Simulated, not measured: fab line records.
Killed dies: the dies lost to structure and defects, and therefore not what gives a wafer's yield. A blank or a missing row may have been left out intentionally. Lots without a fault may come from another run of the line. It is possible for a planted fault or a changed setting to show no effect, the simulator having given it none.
fab line records	flow n5Finfet
record: lots: 11	wafers: 30	lastDay: 17
route steps=1938 shown ZERO_LAYER@17 WELL_APT@24 BEOL_M4@1111 PASSIVATION@1936
lots that met no fault: taken from a fault-free run of the same line
startH: hours from the record's first day to the start of the lot's first wafer shown	waitH: hours from the lot's prior step to this one	" identical to the entry in the row above	L1.1+2: a single row standing in for several wafers	- no value present, or no start provided	* or withheld: withheld	< > ~ a bound
route shown NAME@n: names a module that has steps shown in the file, with the first one's number in the route	usual: mean/standard deviation taken from wafers without a fault	same: alike in all rows	chamber/n: place in a boat	sites: each site's reading	_std_site: standard deviation across them	_edge_site: outer sites' mean less inner sites'	radiusMm: how far each site lies from the wafer's centre	mask NAME#n: copy n	behind: the tool/chamber that last shaped the wafer	hold: what put the lot on hold/how long, in hours/how the hold closed	device: the transistor (n, p or np) that didn't switch	end of line: tests of these same wafers at the route's end	where a step has no rows: the recipe by itself	killed: dies lost to structure and defects at the first sort, not the wafer's yield	map: a wafer's dies, marking killed ones x, the rest . and places with no die _
set.NAME: the setting that was run; set.NAME@STEP: the one run at that earlier step	model.NAME: the simulator's own value behind a step, which no gauge read
one table for each step of the route and one row for each wafer, over a sample of lots
services: from which hour (startH, from the record's first day; less than 0 if before it) a tool's chamber was out of use, for how many hours, and why
== steps ==
step: N5_ZERO_LAYER_STRIP_24
recipe: chemistry: O2	powerW: 1000	tempC: 250	overashFraction: 0.3	pressureMtorr: 1000	o2FlowSccm: 6750
usual: drypumpMotorCurrentA: 5.51/0.27	heaterPowerW: 330/19	oesProductAu: 0.647/0.0048	stripTimeToEndpointS: 43.85/0.094	tempC: 250.01/0.17
lot.wafer	tool	chamber	startH	waitH	drypumpMotorCurrentA	heaterPowerW	oesProductAu	rfHoursCounterH	stripTimeToEndpointS	tempC
L618.1	plasmaAsher-01	1	13.05	0.1	5.93	339	0.643	24	43.92	249.80
L618.3	"	1	"	"	5.94	353	0.644	-	43.90	249.88
L618.5	"	0	"	"	5.19	347	0.645	-	43.88	250.00
L619.2	plasmaAsher-02	0	18.89	0.1	5.52	320	0.646	79	43.96	249.88
L619.6	"	0	"	"	5.52	330	0.654	-	43.86	250.06
L622.1	plasmaAsher-02	1	37.06	0.1	5.43	302	0.654	82	43.96	249.79
L622.4	"	0	"	"	5.54	327	0.652	-	43.93	249.90
L622.6	"	1	"	"	5.40	301	0.652	-	43.92	250.33
L623.1	plasmaAsher-01	1	43.06	0.1	5.96	353	0.651	29	43.90	250.11
L623.2	"	0	"	"	5.18	346	0.651	29	43.98	249.80
L623.3	"	1	"	"	5.96	360	0.653	-	43.96	250.21
L624.1	plasmaAsher-01	1	49.02	0.1	5.95	355	0.645	30	43.86	250.17
L624.5	"	1	"	"	5.97	350	0.641	-	43.76	249.81
L624.6	"	0	"	"	5.19	353	0.648	-	43.82	249.88
L625.1	plasmaAsher-01	0	55.53	0.1	5.15	347	0.639	32	43.89	249.93
L625.5	"	0	"	"	5.15	348	0.651	-	43.95	249.73
L627.2	plasmaAsher-02	0	67.02	0.1	5.57	326	0.647	88	43.80	250.11
L627.5	"	1	"	"	5.41	302	0.641	-	43.93	250.16
L634.2	plasmaAsher-02	0	109.05	0.1	5.56	319	0.646	98	43.88	250.33
L634.4	"	0	"	"	5.56	319	0.642	-	43.83	249.93
L634.6	"	1	"	"	5.40	310	0.653	-	43.88	249.94
L637.1	plasmaAsher-02	0	127.02	0.1	5.55	325	0.649	103	44.02	250.21
L637.2	"	1	"	"	5.36	308	0.648	103	43.85	250.25
L637.3	"	1	"	"	5.38	309	0.651	-	44.02	250.12
L640.2	plasmaAsher-01	0	144.89	0.1	5.18	353	0.656	47	43.82	250.10
L640.3	"	0	"	"	5.18	353	0.644	-	43.88	250.32
L640.6	"	0	"	"	5.19	344	0.646	-	43.75	250.20
L641.1	plasmaAsher-02	0	151.02	0.1	5.56	319	0.646	107	43.70	250.00
L641.3	"	0	"	"	5.52	322	0.646	-	43.72	249.66
L641.6	"	0	"	"	5.57	320	0.654	-	43.95	250.18
step: N5_ZERO_LAYER_INSPECT_20
recipe: inspectInstrument: darkfield	mode: postClean
usual: rawDefectCount: 38/16
lot.wafer	tool	chamber	startH	waitH	rawDefectCount
L618.1	defectInspect-02	-	13.41	0.0	49
L618.3	"	-	"	"	39
L618.5	"	-	"	"	40
L619.2	defectInspect-02	-	19.28	0.0	37
L619.6	"	-	"	"	27
L622.1	defectInspect-02	-	37.44	0.0	86
L622.4	"	-	"	"	61
L622.6	"	-	"	"	61
L623.1	defectInspect-02	-	43.44	0.0	23
L623.2	"	-	"	"	28
L623.3	"	-	"	"	28
L624.1	defectInspect-02	-	49.41	0.0	26
L624.5	"	-	"	"	20
L624.6	"	-	"	"	24
L625.1	defectInspect-02	-	55.89	0.0	50
L625.5	"	-	"	"	40
L627.2	defectInspect-02	-	67.40	0.0	80
L627.5	"	-	"	"	30
L634.2	defectInspect-01	-	109.41	0.0	21
L634.4	"	-	"	"	34
L634.6	"	-	"	"	25
L637.1	defectInspect-01	-	127.38	0.0	29
L637.2	"	-	"	"	36
L637.3	"	-	"	"	33
L640.2	defectInspect-01	-	145.28	0.0	31
L640.3	"	-	"	"	27
L640.6	"	-	"	"	18
L641.1	defectInspect-02	-	151.38	0.0	50
L641.3	"	-	"	"	76
L641.6	"	-	"	"	53
step: N5_WELL_APT_EXPOSE_05
recipe: maskId: NWELL	na: 0.8	sourceShape: conventional	sigmaOuter: 0.8	polarization: unpolarized	defocusNm: 0	targetCdNm: 200	doseMj: 20.3
usual: exposureDoseMJCm2: 20.290/0.018
lot.wafer	tool	chamber	startH	waitH	mask	exposureDoseMJCm2
L618.1	krfScanner-02	0	13.67	-	NWELL#0	20.302
L618.3	"	0	"	"	NWELL#0	20.275
L618.5	"	0	"	"	NWELL#0	20.255
L619.2	krfScanner-02	0	19.41	-	NWELL#0	20.299
L619.6	"	0	"	"	NWELL#0	20.313
L622.1	krfScanner-01	0	37.57	-	NWELL#0	20.291
L622.4	"	0	"	"	NWELL#0	20.314
L622.6	"	0	"	"	NWELL#0	20.289
L623.1	krfScanner-02	0	43.70	-	NWELL#0	20.315
L623.2	"	0	"	"	NWELL#0	20.303
L623.3	"	0	"	"	NWELL#0	20.291
L624.1	krfScanner-01	0	49.66	-	NWELL#0	20.288
L624.5	"	0	"	"	NWELL#0	20.304
L624.6	"	0	"	"	NWELL#0	20.296
L625.1	krfScanner-01	0	56.02	-	NWELL#0	20.287
L625.5	"	0	"	"	NWELL#0	20.277
L627.2	krfScanner-01	0	67.54	-	NWELL#0	20.343
L627.5	"	0	"	"	NWELL#0	20.296
L634.2	krfScanner-02	0	109.55	-	NWELL#0	20.325
L634.4	"	0	"	"	NWELL#0	20.294
L634.6	"	0	"	"	NWELL#0	20.276
L637.1	krfScanner-02	0	127.63	-	NWELL#0	20.291
L637.2	"	0	"	"	NWELL#0	20.258
L637.3	"	0	"	"	NWELL#0	20.282
L640.2	krfScanner-02	0	145.54	-	NWELL#0	20.291
L640.3	"	0	"	"	NWELL#0	20.307
L640.6	"	0	"	"	NWELL#0	20.292
L641.1	krfScanner-01	0	151.63	-	NWELL#0	20.285
L641.3	"	0	"	"	NWELL#0	20.288
L641.6	"	0	"	"	NWELL#0	20.300
step: N5_WELL_APT_CD_MEAS_08
recipe: targetCdNm: 200	landingEnergyEv: 500	detector: seInlens
usual: cdNm: 199.3/2.1
lot.wafer	tool	chamber	startH	waitH	cdNm
L618.1	cdSem-03	0	13.84	-	205.3
L618.3	"	0	"	"	198.3
L618.5	"	0	"	"	198.1
L619.2	cdSem-03	0	19.58	-	201.4
L619.6	"	0	"	"	200.8
L622.1	cdSem-03	0	37.74	-	200.0
L622.4	"	0	"	"	200.6
L622.6	"	0	"	"	197.0
L623.1	cdSem-02	0	43.87	-	202.1
L623.2	"	0	"	"	199.8
L623.3	"	0	"	"	199.3
L624.1	cdSem-02	0	49.83	-	197.2
L624.5	"	0	"	"	196.2
L624.6	"	0	"	"	199.6
L625.1	cdSem-01	0	56.19	-	199.9
L625.5	"	0	"	"	197.3
L627.2	cdSem-02	0	67.70	-	192.9
L627.5	"	0	"	"	191.0
L634.2	cdSem-02	0	109.72	-	201.9
L634.4	"	0	"	"	197.9
L634.6	"	0	"	"	204.6
L637.1	cdSem-02	0	127.81	-	201.1
L637.2	"	0	"	"	199.7
L637.3	"	0	"	"	197.5
L640.2	cdSem-03	0	145.70	-	198.7
L640.3	"	0	"	"	197.5
L640.6	"	0	"	"	199.0
L641.1	cdSem-01	0	151.81	-	201.2
L641.3	"	0	"	"	196.5
L641.6	"	0	"	"	198.7
step: N5_WELL_APT_INSPECT_10
recipe: mode: adi	inspectInstrument: macro
usual: rawDefectCount: 1.9/1.6
lot.wafer	tool	chamber	startH	waitH	rawDefectCount
L618.1	defectInspect-02	-	13.90	0.0	0
L618.3	"	-	"	"	2
L618.5	"	-	"	"	3
L619.2	defectInspect-02	-	19.63	0.0	1
L619.6	"	-	"	"	1
L622.1	defectInspect-01	-	37.80	0.0	0
L622.4	"	-	"	"	0
L622.6	"	-	"	"	4
L623.1	defectInspect-01	-	43.92	0.0	0
L623.2	"	-	"	"	5
L623.3	"	-	"	"	2
L624.1	defectInspect-02	-	49.89	0.0	3
L624.5	"	-	"	"	1
L624.6	"	-	"	"	0
L625.1	defectInspect-01	-	56.25	0.0	1
L625.5	"	-	"	"	5
L627.2	defectInspect-02	-	67.76	0.0	0
L627.5	"	-	"	"	2
L634.2	defectInspect-01	-	109.77	0.0	0
L634.4	"	-	"	"	1
L634.6	"	-	"	"	8
L637.1	defectInspect-01	-	127.86	0.0	0
L637.2	"	-	"	"	3
L637.3	"	-	"	"	1
L640.2	defectInspect-02	-	145.76	0.0	0
L640.3	"	-	"	"	3
L640.6	"	-	"	"	6
L641.1	defectInspect-02	-	151.86	0.0	1
L641.3	"	-	"	"	1
L641.6	"	-	"	"	3
step: N5_BEOL_M4_RC_MEAS_101
usual: DIBL_N: 37.5/2	DIBL_P: 37.5/2.5	IOFF_N: 0.18/0.042	IOFF_P: 0.24/0.046	ION_N: 677/15	ION_P: 464/9.5	SS_N: 72.0/0.76	SS_P: 73.6/0.79	VT_N: 249/3.5	VT_P: -249/3.2
lot.wafer	tool	chamber	startH	waitH	DIBL_N[mV/V]	DIBL_P[mV/V]	IOFF_N[nA/um]	IOFF_P[nA/um]	ION_N[uA/um]	ION_P[uA/um]	SS_N[mV/dec]	SS_P[mV/dec]	VT_N[mV]	VT_P[mV]
L618.1	prober-01	0	161.35	0.0	40.3	39.7	0.25	0.27	677	458	73.5	73.8	245	-249
L618.3	"	0	"	"	36.7	36.9	0.16	0.23	686	473	71.2	72.4	248	-248
L618.5	"	0	"	"	37.4	37.3	0.16	0.23	690	473	72.0	73.4	250	-247
L619.2	prober-02	0	170.18	0.2	37.0	38.6	0.17	0.23	691	466	72.8	74.1	247	-251
L619.6	"	0	"	"	38.1	39.7	0.18	0.26	667	458	72.8	74.7	251	-249
L622.1	prober-02	0	182.55	0.0	36.5	34.2	0.13	0.21	670	468	71.2	73.3	254	-247
L622.4	"	0	"	"	37.0	36.7	0.15	0.26	658	464	71.2	73.5	250	-248
L622.6	"	0	"	"	39.3	37.7	0.18	0.26	680	470	72.3	73.6	247	-245
L623.1	prober-01	0	195.03	0.0	34.2	34.4	0.15	0.18	682	471	72.3	73.2	253	-254
L623.2	"	0	"	"	36.0	37.9	0.18	0.24	670	457	72.0	73.3	247	-249
L623.3	"	0	"	"	36.8	38.0	0.20	0.23	687	464	72.0	74.3	247	-251
L624.1	prober-02	0	202.69	0.0	37.3	36.9	0.17	0.24	678	469	71.4	74.0	249	-249
L624.5	"	0	"	"	39.1	38.0	0.20	0.26	684	472	72.7	74.2	248	-247
L624.6	"	0	"	"	34.8	35.0	0.13	0.23	650	454	71.0	74.0	250	-248
L625.1	prober-02	0	204.86	0.0	36.8	37.1	0.14	0.24	645	448	70.6	73.9	254	-251
L625.5	"	0	"	"	38.7	38.1	0.19	0.25	679	464	71.8	73.3	247	-249
L627.2	prober-02	0	221.20	0.2	38.0	37.3	0.18	0.24	677	465	71.7	73.2	252	-247
L627.5	"	0	"	"	39.1	39.7	0.19	0.28	667	468	71.3	74.1	247	-245
L634.2	prober-02	0	253.53	0.2	35.3	34.4	0.12	0.18	661	461	71.0	72.3	254	-252
L634.4	"	0	"	"	36.3	35.7	0.15	0.20	688	476	71.4	72.5	252	-255
L634.6	"	0	"	"	35.2	34.0	0.12	0.17	648	452	71.3	72.6	257	-254
L637.1	prober-01	0	291.42	0.5	36.3	37.2	0.17	0.24	693	480	70.8	72.9	248	-247
L637.2	"	0	"	"	35.6	35.8	0.15	0.22	665	466	71.5	72.4	248	-248
L637.3	"	0	"	"	40.4	39.2	0.25	0.27	676	461	73.2	73.8	248	-244
L640.2	prober-01	0	305.41	0.2	39.4	39.4	0.22	0.25	683	457	72.8	74.8	244	-249
L640.3	"	0	"	"	34.4	34.4	0.12	0.18	672	465	71.4	73.1	251	-254
L640.6	"	0	"	"	39.7	40.4	0.23	0.28	697	474	72.3	74.5	241	-249
L641.1	prober-02	0	307.06	0.0	37.1	36.8	0.19	0.20	668	454	72.8	73.0	248	-253
L641.3	"	0	"	"	35.2	35.5	0.13	0.18	659	452	71.5	73.1	251	-253
L641.6	"	0	"	"	38.5	38.6	0.20	0.23	673	457	72.3	74.2	248	-249
step: N5_PASSIVATION_PROBE_49
usual: defectLimitedYield: 91.8/1.5	killed_at_M0_to_M3: 33/11	killed_at_M4_up: 13/5	killedAtContacts: 11/5.6	killedAtFrontEnd: 36/12	killedAtOther: 3.4/2.5	killedDies: 97/18	killedOpen: 64/13	killedShort: 31/6.9	sort_bin_5_function: 4.8/1	sort_bin_6_memory: 3.1/0.64	sort_bin_8_speed: 0.00/0.014	sortNPass: 1083/18	sortYieldPct: 91.8/1.5
same: grossDies: 1180	killedAtBackSide: 0	sort_bin_4_leakage[%]: 0
lot.wafer	tool	chamber	startH	waitH	defectLimitedYield[%]	killed_at_M0_to_M3	killed_at_M4_up	killedAtContacts	killedAtFrontEnd	killedAtOther	killedDies	killedOpen	killedShort	sort_bin_5_function[%]	sort_bin_6_memory[%]	sort_bin_8_speed[%]	sortNPass	sortYieldPct[%]
L619.2	prober-02	-	277.19	0.1	92.5	31	13	7	35	2	88	60	28	3.7	3.5	0	1092	92.5
L619.6	prober-02	-	277.39	0.3	92.1	47	10	9	27	0	93	57	35	4.0	3.6	0	1087	92.1
L623.1	prober-01	-	296.24	0.0	91.0	43	15	4	36	8	106	66	40	6.1	2.4	0	1074	91.0
L623.2	prober-01	-	296.29	0.1	91.4	57	11	3	25	6	102	76	26	5.3	3.1	0	1078	91.4
L623.3	prober-01	-	296.34	0.1	92.2	37	13	5	36	1	92	59	32	4.5	3.1	0	1088	92.2
L625.1	prober-02	-	311.83	0.0	91.9	31	14	17	32	1	95	64	31	4.2	3.6	0	1085	91.9
L625.5	prober-02	-	312.03	0.2	92.2	28	14	9	35	6	92	64	28	5.1	2.5	0	1088	92.2
L634.2	prober-01	-	370.22	0.1	89.1	46	22	20	36	5	129	81	41	5.7	4.6	0	1051	89.1
L634.4	prober-01	-	370.32	0.2	90.1	34	20	23	34	6	117	79	36	5.6	4.3	0	1063	90.1
L634.6	prober-01	-	370.42	0.3	91.2	21	13	11	54	5	104	63	33	4.6	3.6	0	1076	91.2
L637.1	prober-02	-	400.22	0.0	91.9	44	7	17	20	8	96	66	28	5.3	2.8	0	1084	91.9
L637.2	prober-02	-	400.27	0.1	93.1	36	3	11	27	4	81	53	28	4.2	2.5	0	1099	93.1
L637.3	prober-02	-	400.32	0.1	92.5	38	8	5	32	6	89	54	35	4.0	3.1	0	1091	92.5
L640.2	prober-02	-	409.43	0.1	93.3	36	4	10	29	0	79	51	28	4.1	2.5	0	1101	93.3
L640.3	prober-02	-	409.48	0.1	93.1	26	20	3	33	0	82	57	24	3.7	2.9	0	1098	93.1
L640.6	prober-02	-	409.63	0.3	90.9	38	17	13	39	0	107	80	27	5.2	3.9	0	1073	90.9
L641.1	prober-01	-	409.45	0.0	91.7	36	12	11	35	4	98	63	33	5.3	2.9	0	1082	91.7
L641.3	prober-01	-	409.55	0.1	89.6	48	14	3	52	6	123	85	38	6.0	4.2	0	1057	89.6
L641.6	prober-01	-	409.70	0.3	89.8	56	21	10	24	9	120	77	41	6.0	3.9	0	1060	89.8
killed by level:class
L619.2 BEOL_M2:geometricParticle:open=9 GATE_CUT:geometricParticle:short=8 GATE_CUT:geometricParticle:open=6 MOL_CONTACT_COAG:geometricParticle:open=6 DUMMY_GATE:geometricParticle:open=5 BEOL_M0_SAQP:geometricParticle:open=5 BEOL_M0_SAQP:geometricParticle:short=4 BEOL_M1:geometricParticle:open=4
L619.6 BEOL_M1:geometricParticle:open=17 BEOL_M0_SAQP:geometricParticle:short=11 GATE_CUT:geometricParticle:short=6 MOL_CONTACT_COAG:geometricParticle:open=6 BEOL_M2:geometricParticle:open=6 BEOL_M4:geometricParticle:open=5 FIN_SAQP:geometricParticle:open=4 STI_FIN_REVEAL:geometricParticle:open=4
L623.1 BEOL_M2:geometricParticle:open=12 BEOL_M4:geometricParticle:open=12 BEOL_M3:geometricParticle:open=9 FIN_SAQP:geometricParticle:open=8 BEOL_M0_SAQP:geometricParticle:short=7 BEOL_M1:geometricParticle:open=6 FIN_SAQP:geometricParticle:short=5 GATE_CUT:geometricParticle:short=4
L623.2 BEOL_M0_SAQP:geometricParticle:open=19 BEOL_M2:geometricParticle:open=14 BEOL_M3:geometricParticle:open=10 BEOL_M0_SAQP:geometricParticle:short=8 FIN_SAQP:geometricParticle:open=6 STARTING-WAFER:geometricParticle:short=4 FIN_SAQP:geometricParticle:short=3 STI_FIN_REVEAL:geometricParticle:open=3
L623.3 BEOL_M3:geometricParticle:open=11 BEOL_M0_SAQP:geometricParticle:short=8 STI_FIN_REVEAL:geometricParticle:open=7 BEOL_M0_SAQP:geometricParticle:open=6 FIN_SAQP:geometricParticle:open=5 STI_FIN_REVEAL:geometricParticle:short=5 MOL_CONTACT_COAG:geometricParticle:open=4 BEOL_M3:geometricParticle:short=4
L625.1 MOL_CONTACT_COAG:geometricParticle:open=14 BEOL_M0_SAQP:geometricParticle:open=10 BEOL_M0_SAQP:geometricParticle:short=8 BEOL_M3:geometricParticle:open=5 STARTING-WAFER:geometricParticle:open=5 DUMMY_GATE:geometricParticle:open=4 ILD0:geometricParticle:short=4 GATE_CUT:geometricParticle:open=4
L625.5 GATE_CUT:geometricParticle:short=9 BEOL_M0_SAQP:geometricParticle:open=8 BEOL_M1:geometricParticle:open=8 FIN_SAQP:geometricParticle:open=7 DUMMY_GATE:geometricParticle:open=7 MOL_CONTACT_COAG:geometricParticle:open=7 BEOL_M0_SAQP:geometricParticle:short=5 BEOL_M8:geometricParticle:open=5
L634.2 MOL_CONTACT_COAG:geometricParticle:open=18 BEOL_M1:geometricParticle:open=11 FIN_SAQP:geometricParticle:short=10 BEOL_M3:geometricParticle:open=9 BEOL_M0_SAQP:geometricParticle:short=7 BEOL_M0_SAQP:geometricParticle:open=6 STI_FIN_REVEAL:geometricParticle:open=5 BEOL_M4:geometricParticle:open=5
L634.4 MOL_CONTACT_COAG:geometricParticle:open=20 BEOL_M4:geometricParticle:open=10 FIN_SAQP:geometricParticle:short=7 BEOL_M0_SAQP:geometricParticle:open=7 FIN_SAQP:geometricParticle:open=6 STI_FIN_REVEAL:geometricParticle:open=6 BEOL_M0_SAQP:geometricParticle:short=6 BEOL_M1:geometricParticle:open=6
L634.6 STI_FIN_REVEAL:geometricParticle:open=11 MOL_CONTACT_COAG:geometricParticle:open=11 FIN_SAQP:geometricParticle:short=10 BEOL_M4:geometricParticle:open=8 BEOL_M1:geometricParticle:open=8 HKMG_FIN:areaEtch=7 DUMMY_GATE:geometricParticle:open=6 FIN_SAQP:geometricParticle:open=5
L637.1 BEOL_M2:geometricParticle:open=20 MOL_CONTACT_COAG:geometricParticle:open=13 BEOL_M0_SAQP:geometricParticle:short=12 BEOL_M0_SAQP:geometricParticle:open=7 FIN_SAQP:geometricParticle:open=3 STI_FIN_REVEAL:geometricParticle:open=3 MOL_CONTACT_COAG:geometricParticle:short=3 FIN_SAQP:geometricParticle:short=2
L637.2 MOL_CONTACT_COAG:geometricParticle:open=11 BEOL_M0_SAQP:geometricParticle:short=9 BEOL_M3:geometricParticle:open=9 BEOL_M0_SAQP:geometricParticle:open=8 FIN_SAQP:geometricParticle:short=7 BEOL_M2:geometricParticle:open=5 STI_FIN_REVEAL:geometricParticle:open=3 DUMMY_GATE:geometricParticle:open=3
L637.3 BEOL_M0_SAQP:geometricParticle:short=9 BEOL_M2:geometricParticle:open=6 DUMMY_GATE:geometricParticle:open=6 BEOL_M1:geometricParticle:open=6 BEOL_M3:geometricParticle:open=6 STARTING-WAFER:geometricParticle:short=6 BEOL_M0_SAQP:geometricParticle:open=5 MOL_CONTACT_COAG:geometricParticle:open=4
L640.2 MOL_CONTACT_COAG:geometricParticle:open=9 FIN_SAQP:geometricParticle:short=8 BEOL_M1:geometricParticle:open=7 BEOL_M0:geometricParticle:open=5 BEOL_M2:geometricParticle:open=5 BEOL_M3:geometricParticle:open=5 STI_FIN_REVEAL:geometricParticle:open=4 GATE_CUT:geometricParticle:short=4
L641.1 BEOL_M2:geometricParticle:open=11 STI_FIN_REVEAL:geometricParticle:open=10 MOL_CONTACT_COAG:geometricParticle:open=10 BEOL_M0_SAQP:geometricParticle:short=8 BEOL_M3:geometricParticle:open=7 STARTING-WAFER:geometricParticle:short=6 FIN_SAQP:geometricParticle:open=4 BEOL_M1:geometricParticle:open=4
L640.3 BEOL_M4:geometricParticle:open=11 STI_FIN_REVEAL:geometricParticle:open=8 BEOL_M2:geometricParticle:open=8 BEOL_M3:geometricParticle:short=5 STARTING-WAFER:geometricParticle:open=5 FIN_SAQP:geometricParticle:open=4 BEOL_M0_SAQP:geometricParticle:open=4 FIN_SAQP:geometricParticle:short=3
L641.3 FIN_SAQP:geometricParticle:open=23 BEOL_M1:geometricParticle:open=16 FIN_SAQP:geometricParticle:short=10 BEOL_M0_SAQP:geometricParticle:open=8 BEOL_M2:geometricParticle:open=8 BEOL_M0_SAQP:geometricParticle:short=6 DUMMY_GATE:geometricParticle:open=4 BEOL_M3:geometricParticle:open=4
L640.6 BEOL_M2:geometricParticle:open=11 BEOL_M4:geometricParticle:open=11 FIN_SAQP:geometricParticle:short=10 MOL_CONTACT_COAG:geometricParticle:open=10 DUMMY_GATE:geometricParticle:open=10 BEOL_M3:geometricParticle:open=7 STI_FIN_REVEAL:geometricParticle:open=6 BEOL_M1:geometricParticle:open=6
L641.6 BEOL_M2:geometricParticle:open=15 BEOL_M1:geometricParticle:open=10 BEOL_M0_SAQP:geometricParticle:open=10 BEOL_M3:geometricParticle:short=10 BEOL_M0_SAQP:geometricParticle:short=7 FIN_SAQP:geometricParticle:open=6 MOL_CONTACT_COAG:geometricParticle:open=6 BEOL_M4:geometricParticle:open=6
== services ==
tool	chamber	startH	hours	kind
krfScanner-01	-	15.49	1.0	pm
krfScanner-01	-	16.58	4.4	pm
krfScanner-01	-	36.17	1.3	pm
krfScanner-02	-	37.50	0.8	pm
krfScanner-01	0	40.61	-	calibration
krfScanner-02	0	52.03	-	calibration
krfScanner-02	-	88.00	1.3	pm
plasmaAsher-01	-	109.99	14.6	pm
krfScanner-02	-	114.49	3.6	pm
== key ==
firstSign: step: N5_WELL_APT_CD_MEAS_08	reading: cdNm	direction: down	sigmas: 3.4	usual: 199.3	struck: 192.0
effect none on later readings
metAt N5_WELL_APT_EXPOSE_05
struckLots L627
struckWafers L627.2,L627.5
notActingAt N5_ZERO_LAYER_STRIP_24,N5_ZERO_LAYER_INSPECT_20,N5_WELL_APT_INSPECT_10
onsetBetween 56.02 67.54
fault: kind: processParameterDrift	tool: krfScanner-01	chamber: -	onsetH: 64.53	steps: N5_WELL_APT_EXPOSE_05	channel: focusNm	offset: 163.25	shape: step	endH: 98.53	scope: struckWafersOnly
